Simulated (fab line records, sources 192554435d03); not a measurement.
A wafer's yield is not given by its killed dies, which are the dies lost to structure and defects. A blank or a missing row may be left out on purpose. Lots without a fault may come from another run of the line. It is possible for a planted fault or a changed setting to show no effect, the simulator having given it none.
fab line records	flow n5-finfet
record: lots: 24	wafers: 72	last-day: 19
route steps=1938 shown BEOL_M10@1485 BEOL_M12@1615
lots that met no fault: from a run of the same line without faults
start-h: hours from the record's opening day to when the first of the lot's shown wafers began	wait-h: hours since the lot's step before	" unchanged from the row above	L1.1+2: several wafers, shown together as one row	- either no value or no given start	* or withheld: withheld	< > ~ a bound
route shown NAME@n: names a module that has steps shown in the file, with the first one's number in the route	usual: mean and standard deviation over wafers with no fault	same: alike in all rows	chamber/n: place in a boat	sites: readings site by site	_std_site: the standard deviation of these	_edge_site: inner sites' mean taken away from outer sites' mean	radius-mm: how far each site lies from the wafer's centre	mask NAME#n: copy n	behind: the most recent tool/chamber to have shaped the wafer	hold: reason for holding the lot/hours on hold/outcome of the hold	device: the transistor (n, p or np) that didn't switch	end of line: the tests these same wafers got at the end of their route	where a step has no rows: the recipe by itself	killed: dies lost to structure and defects at the first sort, not the wafer's yield	map: shows each die of a wafer: x if killed, . if not, _ if none is there
set.NAME: the run value of the setting; set.NAME@STEP: its run value at that earlier step	model.NAME: the simulator's own value behind a step, which no gauge read
one table for each step of the route and one row for each wafer, over a sample of lots
services: a tool's chamber out of use, with start hour (start-h, from the record's first day; less than 0 if before it), hours out, and reason
== steps ==
step: N5_BEOL_M10_INSPECT_13
recipe: mode: adi	inspect-instrument: brightfield
usual: raw-defect-count: 446/120
lot.wafer	tool	chamber	start-h	wait-h	raw-defect-count
L074.2	defect-inspect-01	-	208.04	0.0	519
L074.3	"	-	"	"	500
L074.4	"	-	"	"	491
L076.2	defect-inspect-01	-	219.42	0.0	434
L076.3	"	-	"	"	372
L076.5	"	-	"	"	422
L075.4	defect-inspect-01	-	234.21	0.0	357
L075.5	"	-	"	"	454
L075.6	"	-	"	"	421
L077.4	defect-inspect-02	-	242.64	0.0	933
L077.5	"	-	"	"	664
L077.6	"	-	"	"	661
L078.1	defect-inspect-01	-	253.28	0.0	545
L078.3	"	-	"	"	493
L078.4	"	-	"	"	441
L079.2	defect-inspect-01	-	261.43	0.0	424
L079.5	"	-	"	"	419
L079.6	"	-	"	"	365
L080.2	defect-inspect-02	-	269.15	0.0	423
L080.3	"	-	"	"	387
L080.6	"	-	"	"	429
L083.2	defect-inspect-02	-	276.91	0.0	478
L083.3	"	-	"	"	516
L083.6	"	-	"	"	408
L082.2	defect-inspect-01	-	284.94	0.0	358
L082.4	"	-	"	"	383
L082.5	"	-	"	"	401
L081.3	defect-inspect-01	-	285.11	0.0	549
L081.5	"	-	"	"	396
L081.6	"	-	"	"	333
L084.2	defect-inspect-02	-	294.96	0.0	573
L084.3	"	-	"	"	495
L084.4	"	-	"	"	473
L085.1	defect-inspect-01	-	303.12	0.0	515
L085.2	"	-	"	"	365
L085.3	"	-	"	"	518
L089.3	defect-inspect-01	-	310.83	0.0	449
L089.4	"	-	"	"	461
L089.5	"	-	"	"	629
L086.4	defect-inspect-01	-	311.05	0.0	448
L086.5	"	-	"	"	357
L086.6	"	-	"	"	473
L087.2	defect-inspect-01	-	317.17	0.0	412
L087.4	"	-	"	"	430
L087.5	"	-	"	"	529
L088.2	defect-inspect-02	-	319.11	0.0	419
L088.3	"	-	"	"	364
L088.5	"	-	"	"	390
L090.2	defect-inspect-02	-	323.65	0.0	368
L090.3	"	-	"	"	541
L090.4	"	-	"	"	407
L092.2	defect-inspect-02	-	328.77	0.0	537
L092.5	"	-	"	"	326
L092.6	"	-	"	"	496
L093.1	defect-inspect-01	-	329.32	0.0	450
L093.3	"	-	"	"	394
L093.6	"	-	"	"	452
L091.1	defect-inspect-02	-	337.12	0.0	530
L091.3	"	-	"	"	664
L091.6	"	-	"	"	1004
L094.1	defect-inspect-02	-	355.77	0.0	371
L094.2	"	-	"	"	272
L094.3	"	-	"	"	422
L095.2	defect-inspect-01	-	356.09	0.0	412
L095.3	"	-	"	"	348
L095.6	"	-	"	"	363
L097.1	defect-inspect-01	-	370.83	0.0	355
L097.3	"	-	"	"	313
L097.6	"	-	"	"	302
L096.4	defect-inspect-02	-	385.50	0.0	246
L096.5	"	-	"	"	423
L096.6	"	-	"	"	294
step: N5_BEOL_M10_STRIP_67
recipe: chemistry: CF4	resist: SiARC	power-w: 300	bias-power-w: 75	pressure-mtorr: 50	cf4-flow-sccm: 150	rf-frequency-hz: 6e+07
usual: drypump-motor-current-A: 5.5/0.39	oes-product-au: 0.81/0.078	rf-vpp-V: 271.6/1.3	showerhead-plenum-p-Torr: 1.81/0.042	throttle-valve-pct: 13.58/0.17
lot.wafer	tool	chamber	start-h	wait-h	drypump-motor-current-A	oes-product-au	rf-hours-counter-h	rf-vpp-V	showerhead-plenum-p-Torr	throttle-valve-pct
L074.2	rie-diel-04	2	208.31	0.0	5.5	0.84	76	272.0	1.81	13.56
L074.3	"	0	"	"	5.7	0.70	231	270.4	1.78	13.85
L074.4	"	2	"	"	5.5	0.84	-	271.1	1.81	13.53
L076.2	rie-diel-04	2	219.80	0.0	5.4	0.84	81	269.6	1.81	13.55
L076.3	"	2	"	"	5.4	0.84	-	271.0	1.81	13.57
L076.5	"	3	"	"	5.6	0.83	-	273.1	1.81	13.51
L075.4	rie-diel-02	1	234.48	0.0	4.7	0.80	112	271.4	1.80	13.76
L075.5	"	1	"	"	4.7	0.80	-	270.3	1.80	13.76
L075.6	"	0	"	"	5.7	0.68	-	273.0	1.84	14.08
L077.4	rie-diel-04	2	242.91	0.0	5.4	0.83	89	271.2	1.81	13.57
L077.5	"	3	"	"	5.6	0.83	-	271.8	1.81	13.54
L077.6	"	2	"	"	5.4	0.83	-	271.7	1.81	13.57
L078.1	rie-diel-01	2	254.85	0.0	6.0	0.84	72	273.5	1.88	13.32
L078.3	"	3	"	"	5.7	0.85	62	271.9	1.75	13.40
L078.4	"	0	"	"	5.2	0.84	79	272.7	1.89	13.39
L079.2	rie-diel-01	1	261.70	0.0	5.9	0.66	244	272.1	1.83	13.76
L079.5	"	2	"	"	6.0	0.84	-	272.1	1.88	13.34
L079.6	"	3	"	"	5.7	0.84	-	270.1	1.75	13.40
L080.2	rie-diel-01	3	269.43	0.0	5.7	0.85	68	270.8	1.75	13.42
L080.3	"	2	"	"	6.1	0.84	77	273.1	1.88	13.34
L080.6	"	0	"	"	5.2	0.84	-	273.5	1.89	13.39
L083.2	rie-diel-01	3	277.17	0.0	5.7	0.84	70	270.0	1.74	13.43
L083.3	"	1	"	"	5.9	0.66	250	272.4	1.83	13.76
L083.6	"	0	"	"	5.3	0.84	-	272.8	1.89	13.39
L082.2	rie-diel-02	1	285.21	0.0	4.7	0.78	132	271.3	1.79	13.79
L082.4	"	3	"	"	5.1	0.71	213	273.2	1.84	13.69
L082.5	"	0	"	"	5.7	0.97	-	272.8	1.84	13.54
L081.3	rie-diel-02	3	285.46	0.0	5.1	0.72	213	272.2	1.84	13.69
L081.5	"	0	"	"	5.7	0.96	-	270.8	1.84	13.55
L081.6	"	3	"	"	5.1	0.72	-	272.1	1.84	13.69
L084.2	rie-diel-01	0	295.22	0.0	5.2	0.83	94	273.4	1.88	13.42
L084.3	"	3	"	"	5.7	0.83	79	269.5	1.74	13.45
L084.4	"	0	"	"	5.2	0.83	-	272.4	1.88	13.40
L085.1	rie-diel-01	3	303.45	0.0	5.7	0.83	82	269.2	1.74	13.47
L085.2	"	2	"	"	6.1	0.82	92	274.5	1.87	13.36
L085.3	"	1	"	"	5.9	0.99	2	273.4	1.83	13.18
L089.3	rie-diel-04	1	311.25	0.0	5.4	0.82	73	268.5	1.75	13.56
L089.4	"	2	"	"	5.4	0.80	112	272.3	1.80	13.64
L089.5	"	2	"	"	5.4	0.80	-	271.1	1.80	13.63
L086.4	rie-diel-04	3	311.50	0.0	5.6	0.80	97	269.8	1.80	13.61
L086.5	"	3	"	"	5.6	0.80	-	272.3	1.80	13.58
L086.6	"	0	"	"	5.7	0.95	-	269.8	1.77	13.36
L087.2	rie-diel-02	1	317.44	0.0	4.7	0.78	145	273.1	1.79	13.84
L087.4	"	3	"	"	5.1	0.70	227	273.0	1.84	13.69
L087.5	"	3	"	"	5.1	0.70	-	271.2	1.84	13.71
L088.2	rie-diel-04	1	319.47	0.0	5.4	0.83	77	268.8	1.75	13.55
L088.3	"	2	"	"	5.4	0.80	116	271.2	1.80	13.63
L088.5	"	2	"	"	5.4	0.79	-	271.9	1.80	13.62
L090.2	rie-diel-02	1	323.92	0.0	4.7	0.77	147	272.5	1.79	13.84
L090.3	"	3	"	"	5.1	0.70	229	272.0	1.84	13.69
L090.4	"	0	"	"	5.7	0.90	19	271.0	1.83	13.59
L092.2	rie-diel-02	1	329.03	0.0	4.7	0.77	149	272.0	1.79	13.85
L092.5	"	0	"	"	5.7	0.91	-	271.7	1.83	13.60
L092.6	"	1	"	"	4.7	0.77	-	272.3	1.79	13.84
L093.1	rie-diel-04	0	329.59	0.0	5.8	0.93	18	270.5	1.77	13.36
L093.3	"	1	"	"	5.4	0.82	81	269.9	1.75	13.55
L093.6	"	1	"	"	5.4	0.82	-	269.6	1.75	13.55
L091.1	rie-diel-01	1	337.39	0.0	5.9	0.92	14	271.9	1.83	13.23
L091.3	"	0	"	"	5.3	0.81	106	274.0	1.88	13.44
L091.6	"	1	"	"	5.9	0.93	-	270.7	1.83	13.20
L094.1	rie-diel-01	0	356.21	0.0	5.3	0.81	113	272.3	1.88	13.45
L094.2	"	3	"	"	5.7	0.81	98	269.7	1.74	13.48
L094.3	"	1	"	"	5.9	0.92	20	272.8	1.83	13.25
L095.2	rie-diel-02	3	356.37	0.0	5.1	0.70	242	272.1	1.83	13.73
L095.3	"	0	"	"	5.7	0.88	32	271.3	1.83	13.60
L095.6	"	1	"	"	4.7	0.76	-	271.5	1.78	13.87
L097.1	rie-diel-02	1	371.09	0.0	4.6	0.75	166	269.5	1.78	13.88
L097.3	"	3	"	"	5.1	0.69	246	272.3	1.83	13.75
L097.6	"	0	"	"	5.7	0.87	-	271.5	1.83	13.61
L096.4	rie-diel-02	3	386.08	0.0	5.1	0.70	248	271.0	1.83	13.74
L096.5	"	2	"	"	5.5	0.68	-	269.9	1.76	13.69
L096.6	"	1	"	"	4.7	0.76	-	272.0	1.78	13.90
step: N5_BEOL_M10_INSPECT_30
recipe: mode: adi	inspect-instrument: brightfield
usual: raw-defect-count: 453/120
lot.wafer	tool	chamber	start-h	wait-h	raw-defect-count
L074.2	defect-inspect-01	-	209.12	0.0	501
L074.3	"	-	"	"	477
L074.4	"	-	"	"	488
L076.2	defect-inspect-01	-	220.83	0.0	389
L076.3	"	-	"	"	366
L076.5	"	-	"	"	421
L075.4	defect-inspect-01	-	237.59	0.0	382
L075.5	"	-	"	"	436
L075.6	"	-	"	"	432
L077.4	defect-inspect-02	-	247.19	0.0	927
L077.5	"	-	"	"	715
L077.6	"	-	"	"	691
L078.1	defect-inspect-01	-	255.48	0.0	561
L078.3	"	-	"	"	500
L078.4	"	-	"	"	461
L079.2	defect-inspect-02	-	263.70	0.0	507
L079.5	"	-	"	"	436
L079.6	"	-	"	"	431
L080.2	defect-inspect-01	-	270.61	0.0	395
L080.3	"	-	"	"	348
L080.6	"	-	"	"	374
L083.2	defect-inspect-02	-	279.62	0.0	467
L083.3	"	-	"	"	497
L083.6	"	-	"	"	440
L081.3	defect-inspect-02	-	287.55	0.0	617
L081.5	"	-	"	"	427
L081.6	"	-	"	"	383
L082.2	defect-inspect-02	-	287.59	0.0	382
L082.4	"	-	"	"	419
L082.5	"	-	"	"	418
L084.2	defect-inspect-02	-	296.56	0.0	586
L084.3	"	-	"	"	496
L084.4	"	-	"	"	503
L085.1	defect-inspect-01	-	305.86	0.0	501
L085.2	"	-	"	"	353
L085.3	"	-	"	"	482
L089.3	defect-inspect-02	-	313.01	0.0	485
L089.4	"	-	"	"	517
L089.5	"	-	"	"	701
L086.4	defect-inspect-01	-	313.19	0.0	450
L086.5	"	-	"	"	338
L086.6	"	-	"	"	429
L087.2	defect-inspect-02	-	318.32	0.0	440
L087.4	"	-	"	"	470
L087.5	"	-	"	"	559
L088.2	defect-inspect-01	-	320.89	0.0	412
L088.3	"	-	"	"	350
L088.5	"	-	"	"	368
L090.2	defect-inspect-02	-	324.68	0.0	341
L090.3	"	-	"	"	585
L090.4	"	-	"	"	391
L092.2	defect-inspect-02	-	332.22	0.0	561
L092.5	"	-	"	"	327
L092.6	"	-	"	"	479
L093.1	defect-inspect-02	-	332.39	0.0	464
L093.3	"	-	"	"	452
L093.6	"	-	"	"	459
L091.1	defect-inspect-01	-	337.95	0.0	479
L091.3	"	-	"	"	616
L091.6	"	-	"	"	905
L094.1	defect-inspect-01	-	359.40	0.0	359
L094.2	"	-	"	"	266
L094.3	"	-	"	"	394
L095.2	defect-inspect-01	-	359.57	0.0	393
L095.3	"	-	"	"	340
L095.6	"	-	"	"	386
L097.1	defect-inspect-02	-	376.08	0.0	423
L097.3	"	-	"	"	328
L097.6	"	-	"	"	312
L096.4	defect-inspect-02	-	387.86	0.0	257
L096.5	"	-	"	"	427
L096.6	"	-	"	"	316
step: N5_BEOL_M10_TRENCH_ETCH_37
recipe: chemistry: C4F6/O2	target-depth-a: 1488.3	target: SiCOH_lowk	time-s: 48	ion-energy-ev: 250	pressure-mtorr: 30	source-w: 345	bias-w: 185	Ar_flow_sccm: 300	C4F6_flow_sccm: 10	O2_flow_sccm: 10
usual: drypump-motor-current-A: 5.5/0.37	mfc-ar-sccm: 300.0/0.83	oes_f_703_au: 0.81/0.073	oes-product-au: 0.81/0.075	rf-vpp-V: 665/9.8	showerhead-plenum-p-Torr: 2.87/0.071	throttle-valve-pct: 20.92/0.16
lot.wafer	tool	chamber	start-h	wait-h	drypump-motor-current-A	mfc-ar-sccm	oes_f_703_au	oes-product-au	rf-hours-counter-h	rf-vpp-V	showerhead-plenum-p-Torr	throttle-valve-pct
L074.2	rie-diel-02	1	-	-	4.7	300.0	0.80	0.82	105	666	2.87	21.20
L074.3	"	0	"	"	5.7	299.0	0.71	0.70	232	666	2.91	21.30
L074.4	"	3	"	"	5.1	300.8	0.73	0.72	184	670	2.95	20.92
L076.2	rie-diel-01	2	-	-	6.1	299.4	0.85	0.85	65	676	3.00	20.72
L076.3	"	0	"	"	5.3	299.2	0.84	0.86	73	686	2.99	20.71
L076.5	"	2	"	"	6.1	299.7	0.85	0.85	-	677	3.00	20.73
L075.4	rie-diel-02	2	-	-	5.5	302.5	0.71	0.72	200	678	2.82	20.88
L075.5	"	2	"	"	5.5	301.6	0.71	0.71	-	679	2.82	20.86
L075.6	"	3	"	"	5.1	300.9	0.73	0.72	-	669	2.94	20.90
L077.4	rie-diel-02	0	-	-	5.6	297.7	0.69	0.68	245	666	2.91	21.32
L077.5	"	3	"	"	5.1	299.5	0.73	0.72	-	669	2.94	20.91
L077.6	"	0	"	"	5.7	300.4	0.69	0.67	-	666	2.91	21.32
L078.1	rie-diel-04	1	-	-	5.4	299.8	0.85	0.85	55	653	2.77	20.87
L078.3	"	2	"	"	5.4	299.1	0.84	0.82	94	651	2.88	20.99
L078.4	"	0	"	"	5.7	299.6	0.69	0.69	246	659	2.79	21.07
L079.2	rie-diel-02	3	-	-	5.1	299.2	0.72	0.71	204	670	2.94	20.93
L079.5	"	1	"	"	4.7	302.2	0.78	0.79	-	665	2.86	21.21
L079.6	"	2	"	"	5.5	298.8	0.71	0.70	-	679	2.82	20.89
L080.2	rie-diel-02	1	-	-	4.7	300.1	0.78	0.79	127	664	2.86	21.22
L080.3	"	2	"	"	5.5	299.4	0.70	0.70	212	678	2.82	20.89
L080.6	"	1	"	"	4.7	300.5	0.79	0.79	-	666	2.86	21.22
L083.2	rie-diel-04	3	-	-	5.6	300.4	0.82	0.82	87	659	2.88	21.00
L083.3	"	1	"	"	5.4	299.4	0.83	0.84	64	653	2.77	20.88
L083.6	"	1	"	"	5.4	300.9	0.84	0.85	-	653	2.77	20.89
L081.3	rie-diel-02	3	-	-	5.1	299.6	0.72	0.71	214	669	2.93	20.95
L081.5	"	3	"	"	5.1	299.9	0.71	0.70	-	669	2.93	20.95
L081.6	"	1	"	"	4.7	300.3	0.78	0.78	-	665	2.86	21.23
L082.2	rie-diel-04	1	-	-	5.4	300.6	0.84	0.84	66	652	2.77	20.89
L082.4	"	2	"	"	5.4	299.3	0.83	0.82	105	652	2.87	21.00
L082.5	"	3	"	"	5.6	301.3	0.82	0.82	-	660	2.88	20.98
L084.2	rie-diel-04	1	-	-	5.4	301.0	0.84	0.84	69	653	2.77	20.90
L084.3	"	2	"	"	5.4	300.2	0.82	0.81	108	652	2.87	21.01
L084.4	"	0	"	"	5.8	300.2	0.97	0.98	5	660	2.79	20.67
L085.1	rie-diel-04	1	-	-	5.4	300.4	0.83	0.83	72	652	2.77	20.90
L085.2	"	2	"	"	5.4	298.3	0.82	0.80	110	653	2.87	21.01
L085.3	"	0	"	"	5.7	300.6	0.96	0.95	8	661	2.79	20.70
L089.3	rie-diel-02	0	-	-	5.7	299.5	0.94	0.93	15	666	2.90	21.00
L089.4	"	3	"	"	5.1	297.8	0.71	0.70	226	669	2.93	20.97
L089.5	"	1	"	"	4.7	299.3	0.77	0.77	-	665	2.85	21.26
L086.4	rie-diel-01	0	-	-	5.2	299.0	0.81	0.84	99	685	2.98	20.73
L086.5	"	3	"	"	5.7	299.0	0.82	0.82	-	658	2.76	20.80
L086.6	"	2	"	"	6.1	299.6	0.82	0.82	-	677	2.98	20.78
L087.2	rie-diel-01	0	-	-	5.2	299.5	0.82	0.83	101	683	2.98	20.74
L087.4	"	2	"	"	6.0	299.5	0.81	0.81	97	677	2.98	20.78
L087.5	"	0	"	"	5.3	300.6	0.82	0.82	-	684	2.98	20.75
L088.2	rie-diel-04	3	-	-	5.6	300.9	0.80	0.80	102	659	2.87	21.02
L088.3	"	1	"	"	5.4	300.1	0.83	0.83	78	652	2.76	20.90
L088.5	"	1	"	"	5.4	300.1	0.83	0.82	-	650	2.76	20.90
L090.2	rie-diel-04	1	-	-	5.4	299.7	0.82	0.83	79	652	2.76	20.90
L090.3	"	2	"	"	5.4	300.5	0.81	0.81	117	650	2.87	21.05
L090.4	"	3	"	"	5.6	300.7	0.81	0.81	103	662	2.87	21.02
L092.2	rie-diel-02	2	-	-	5.5	300.0	0.69	0.70	230	678	2.81	20.92
L092.5	"	3	"	"	5.1	300.4	0.70	0.70	-	670	2.93	20.97
L092.6	"	2	"	"	5.5	300.1	0.69	0.69	-	679	2.81	20.91
L093.1	rie-diel-04	2	-	-	5.5	300.6	0.80	0.80	120	652	2.86	21.03
L093.3	"	0	"	"	5.8	300.7	0.93	0.93	19	661	2.78	20.71
L093.6	"	0	"	"	5.7	299.2	0.93	0.92	-	660	2.78	20.70
L091.1	rie-diel-01	0	-	-	5.2	299.0	0.80	0.82	107	684	2.98	20.75
L091.3	"	3	"	"	5.7	300.0	0.81	0.81	92	656	2.76	20.81
L091.6	"	2	"	"	6.1	300.7	0.80	0.81	-	676	2.98	20.77
L094.1	rie-diel-01	3	-	-	5.7	300.1	0.81	0.82	99	658	2.75	20.82
L094.2	"	1	"	"	5.9	299.2	0.91	0.91	21	670	2.91	20.72
L094.3	"	2	"	"	6.1	299.6	0.80	0.80	110	677	2.98	20.78
L095.2	rie-diel-01	1	-	-	5.9	298.8	0.91	0.91	21	667	2.91	20.71
L095.3	"	3	"	"	5.7	300.5	0.80	0.80	99	657	2.75	20.82
L095.6	"	1	"	"	5.9	300.9	0.90	0.91	-	670	2.91	20.71
L097.1	rie-diel-04	3	-	-	5.6	301.0	0.79	0.77	120	659	2.86	21.05
L097.3	"	2	"	"	5.4	300.3	0.79	0.78	135	652	2.86	21.05
L097.6	"	3	"	"	5.6	300.8	0.79	0.77	-	660	2.86	21.04
L096.4	rie-diel-01	0	-	-	5.2	300.0	0.79	0.80	126	684	2.97	20.79
L096.5	"	2	"	"	6.1	301.5	0.79	0.80	-	677	2.97	20.80
L096.6	"	1	"	"	5.9	299.2	0.89	0.89	-	668	2.90	20.70
step: N5_BEOL_M12_DESCUM_15
recipe: chemistry: O2	time-s: 7.9	source-power-w: 50	bias-power-w: 20	pressure-mtorr: 20	rf-frequency-hz: 2.712e+07	temp-c: 40	o2-flow-sccm: 225
usual: drypump-motor-current-A: 5.5/0.36	oes-product-au: 0.81/0.082	rf-vpp-V: 243.5/1.2	showerhead-plenum-p-Torr: 2.11/0.059	throttle-valve-pct: 20.41/0.16
lot.wafer	tool	chamber	start-h	wait-h	drypump-motor-current-A	oes-product-au	rf-hours-counter-h	rf-vpp-V	showerhead-plenum-p-Torr	throttle-valve-pct
L074.2	rie-diel-01	1	223.37	0.0	5.9	0.68	235	245.2	2.14	20.45
L074.3	"	2	"	"	6.1	0.86	66	243.6	2.22	20.29
L074.4	"	0	"	"	5.3	0.86	74	244.8	2.20	20.21
L076.2	rie-diel-02	0	233.98	0.2	5.7	0.68	240	244.5	2.15	20.89
L076.3	"	1	"	"	4.7	0.81	111	242.3	2.10	20.67
L076.5	"	2	"	"	5.5	0.72	-	242.9	2.08	20.40
L075.4	rie-diel-02	1	251.35	0.0	4.7	0.81	118	243.8	2.10	20.69
L075.5	"	3	"	"	5.1	0.72	-	245.2	2.16	20.35
L075.6	"	2	"	"	5.5	0.71	-	242.1	2.08	20.43
L077.4	rie-diel-04	3	259.26	0.0	5.6	0.82	80	244.2	2.12	20.50
L077.5	"	2	"	"	5.4	0.83	-	243.0	2.12	20.52
L077.6	"	1	"	"	5.4	0.87	-	241.1	2.04	20.40
L078.1	rie-diel-01	1	268.93	0.0	5.9	0.67	247	244.6	2.14	20.47
L078.3	"	2	"	"	6.1	0.84	77	244.2	2.22	20.31
L078.4	"	0	"	"	5.2	0.84	83	245.4	2.20	20.20
L079.2	rie-diel-02	0	278.09	0.1	5.7	1.01	0	244.3	2.15	20.54
L079.5	"	1	"	"	4.7	0.80	-	244.1	2.10	20.69
L079.6	"	0	"	"	5.7	1.00	-	243.7	2.15	20.53
L080.2	rie-diel-01	3	283.53	0.0	5.7	0.83	73	241.0	2.03	20.31
L080.3	"	0	"	"	5.3	0.82	88	244.0	2.20	20.21
L080.6	"	3	"	"	5.7	0.83	-	244.2	2.03	20.30
L083.2	rie-diel-02	3	290.88	0.0	5.1	0.70	216	245.4	2.15	20.38
L083.3	"	1	"	"	4.7	0.78	134	242.5	2.10	20.69
L083.6	"	0	"	"	5.7	0.96	-	243.5	2.15	20.54
L081.3	rie-diel-04	3	300.73	0.0	5.6	0.81	93	243.2	2.12	20.50
L081.5	"	1	"	"	5.4	0.84	-	242.3	2.04	20.44
L081.6	"	0	"	"	5.7	0.98	-	242.7	2.06	20.26
L082.2	rie-diel-04	2	301.63	0.0	5.4	0.81	108	242.5	2.12	20.51
L082.4	"	1	"	"	5.4	0.84	69	242.6	2.04	20.42
L082.5	"	1	"	"	5.4	0.84	-	243.1	2.04	20.43
L084.2	rie-diel-01	3	309.01	0.0	5.7	0.82	83	241.8	2.03	20.30
L084.3	"	2	"	"	6.0	0.82	94	242.5	2.21	20.35
L084.4	"	0	"	"	5.2	0.83	98	245.2	2.19	20.23
L085.1	rie-diel-04	2	319.49	0.0	5.4	0.80	116	243.4	2.11	20.53
L085.2	"	0	"	"	5.7	0.94	14	243.6	2.06	20.27
L085.3	"	3	"	"	5.6	0.80	101	243.7	2.11	20.51
L086.4	rie-diel-04	1	326.04	0.0	5.4	0.83	79	241.2	2.03	20.42
L086.5	"	0	"	"	5.7	0.94	-	242.1	2.06	20.25
L086.6	"	1	"	"	5.4	0.83	-	242.1	2.03	20.42
L089.3	rie-diel-01	3	326.24	0.0	5.7	0.81	88	242.6	2.03	20.31
L089.4	"	2	"	"	6.1	0.80	99	243.6	2.21	20.34
L089.5	"	2	"	"	6.1	0.81	-	246.2	2.21	20.36
L087.2	rie-diel-01	2	329.35	0.0	6.1	0.81	100	243.5	2.21	20.34
L087.4	"	1	"	"	5.9	0.93	10	243.2	2.13	20.11
L087.5	"	0	"	"	5.2	0.80	-	244.7	2.19	20.26
L088.2	rie-diel-04	0	334.60	0.1	5.7	0.94	20	241.0	2.05	20.26
L088.3	"	1	"	"	5.4	0.83	83	241.7	2.03	20.45
L088.5	"	3	"	"	5.6	0.79	-	243.2	2.11	20.53
L090.2	rie-diel-01	2	339.36	0.0	6.1	0.80	104	244.2	2.21	20.37
L090.3	"	3	"	"	5.7	0.81	92	242.4	2.03	20.34
L090.4	"	0	"	"	5.2	0.81	107	245.9	2.19	20.25
L092.2	rie-diel-04	0	344.33	0.0	5.7	0.92	23	243.3	2.05	20.28
L092.5	"	1	"	"	5.4	0.83	-	242.8	2.03	20.45
L092.6	"	2	"	"	5.4	0.79	-	243.7	2.11	20.54
L093.1	rie-diel-01	0	344.41	0.0	5.3	0.81	109	245.5	2.19	20.24
L093.3	"	2	"	"	6.1	0.80	106	245.4	2.21	20.38
L093.6	"	3	"	"	5.7	0.81	-	243.0	2.03	20.33
L091.1	rie-diel-01	0	353.33	0.0	5.3	0.81	112	245.9	2.19	20.23
L091.3	"	3	"	"	5.7	0.81	96	241.2	2.02	20.34
L091.6	"	2	"	"	6.0	0.80	-	243.9	2.20	20.36
L094.1	rie-diel-02	2	372.71	0.0	5.5	0.67	245	242.6	2.06	20.50
L094.2	"	1	"	"	4.7	0.75	166	243.5	2.08	20.74
L094.3	"	0	"	"	5.7	0.89	37	243.4	2.13	20.58
L095.2	rie-diel-02	2	374.65	0.0	5.5	0.68	245	242.3	2.06	20.49
L095.3	"	3	"	"	5.1	0.68	247	244.6	2.14	20.42
L095.6	"	3	"	"	5.1	0.68	-	244.6	2.14	20.43
L097.1	rie-diel-02	3	389.45	0.4	5.1	0.67	250	242.9	2.14	20.42
L097.3	"	0	"	"	5.7	0.87	43	243.9	2.13	20.60
L097.6	"	2	"	"	5.5	0.67	-	242.5	2.06	20.51
L096.4	rie-diel-02	2	399.67	0.1	5.5	0.67	-	243.2	2.06	20.50
L096.5	"	0	"	"	5.7	0.87	-	244.7	2.13	20.60
L096.6	"	1	"	"	4.6	0.74	-	244.0	2.08	20.76
step: N5_BEOL_M12_CD_MEAS_17
recipe: target-cd-nm: 140	polarity: opening
usual: cd-nm: 139.6/1.6
lot.wafer	tool	chamber	start-h	wait-h	cd-nm
L074.2	cd-sem-02	-	223.86	0.0	142.8
L074.3	"	-	"	"	140.6
L074.4	"	-	"	"	141.2
L076.2	cd-sem-03	-	234.48	0.0	140.9
L076.3	"	-	"	"	138.2
L076.5	"	-	"	"	139.7
L075.4	cd-sem-02	-	251.85	0.0	137.9
L075.5	"	-	"	"	138.9
L075.6	"	-	"	"	138.5
L077.4	cd-sem-01	-	259.75	0.0	139.6
L077.5	"	-	"	"	138.9
L077.6	"	-	"	"	139.1
L078.1	cd-sem-01	-	269.42	0.0	142.2
L078.3	"	-	"	"	142.3
L078.4	"	-	"	"	143.0
L079.2	cd-sem-01	-	278.58	0.0	139.2
L079.5	"	-	"	"	139.0
L079.6	"	-	"	"	138.3
L080.2	cd-sem-03	-	284.02	0.0	140.6
L080.3	"	-	"	"	141.5
L080.6	"	-	"	"	142.2
L083.2	cd-sem-03	-	291.37	0.0	138.2
L083.3	"	-	"	"	138.8
L083.6	"	-	"	"	136.1
L081.3	cd-sem-01	-	301.23	0.0	141.9
L081.5	"	-	"	"	140.0
L081.6	"	-	"	"	140.1
L082.2	cd-sem-02	-	302.13	0.0	139.7
L082.4	"	-	"	"	139.6
L082.5	"	-	"	"	141.4
L084.2	cd-sem-03	-	309.50	0.0	137.7
L084.3	"	-	"	"	139.3
L084.4	"	-	"	"	140.5
L085.1	cd-sem-02	-	319.98	0.0	138.5
L085.2	"	-	"	"	138.5
L085.3	"	-	"	"	139.7
L086.4	cd-sem-03	-	326.53	0.0	141.3
L086.5	"	-	"	"	137.5
L086.6	"	-	"	"	138.6
L089.3	cd-sem-03	-	326.74	0.0	139.6
L089.4	"	-	"	"	141.7
L089.5	"	-	"	"	139.6
L087.2	cd-sem-01	-	329.84	0.0	140.6
L087.4	"	-	"	"	142.2
L087.5	"	-	"	"	139.6
L088.2	cd-sem-02	-	335.10	0.0	138.5
L088.3	"	-	"	"	141.6
L088.5	"	-	"	"	137.9
L090.2	cd-sem-03	-	339.85	0.0	138.0
L090.3	"	-	"	"	137.8
L090.4	"	-	"	"	139.3
L092.2	cd-sem-03	-	344.83	0.0	138.7
L092.5	"	-	"	"	136.5
L092.6	"	-	"	"	138.5
L093.1	cd-sem-03	-	344.91	0.0	140.2
L093.3	"	-	"	"	139.3
L093.6	"	-	"	"	140.4
L091.1	cd-sem-03	-	353.83	0.0	139.4
L091.3	"	-	"	"	139.1
L091.6	"	-	"	"	141.2
L094.1	cd-sem-02	-	373.20	0.0	137.2
L094.2	"	-	"	"	142.4
L094.3	"	-	"	"	139.6
L095.2	cd-sem-02	-	375.14	0.0	137.7
L095.3	"	-	"	"	140.2
L095.6	"	-	"	"	140.2
L097.1	cd-sem-01	-	389.95	0.0	141.2
L097.3	"	-	"	"	139.6
L097.6	"	-	"	"	139.5
L096.4	cd-sem-03	-	400.16	0.0	136.6
L096.5	"	-	"	"	138.7
L096.6	"	-	"	"	137.9
== services ==
tool	chamber	start-h	hours	kind
rie-diel-02	3	195.74	3.8	repair
rie-diel-04	1	207.48	14.3	repair
rie-diel-04	-	209.64	0.6	repair
rie-diel-04	0	217.81	6.3	repair
rie-diel-02	2	227.15	4.2	repair
rie-diel-01	-	238.63	15.6	pm
rie-diel-02	2	252.28	2.4	repair
rie-diel-02	0	259.23	-	clean
rie-diel-02	0	259.23	-	consumable-replace:focus-ring
rie-diel-02	0	259.23	17.7	scheduled-down
rie-diel-02	0	259.23	17.7	vent-cycle
rie-diel-01	0	259.64	4.1	repair
rie-diel-02	-	260.12	2.8	pm
rie-diel-01	1	277.87	-	clean
rie-diel-01	1	277.87	-	consumable-replace:focus-ring
rie-diel-04	-	297.70	2.8	pm
rie-diel-01	-	310.45	2.8	pm
rie-diel-01	0	331.37	1.3	repair
rie-diel-01	-	334.23	0.9	repair
rie-diel-02	3	377.10	7.1	repair
rie-diel-02	3	390.12	-	clean
rie-diel-02	3	390.12	-	consumable-replace:focus-ring
rie-diel-02	3	390.12	21.2	scheduled-down
rie-diel-02	3	390.12	21.2	vent-cycle
== key ==
fault none
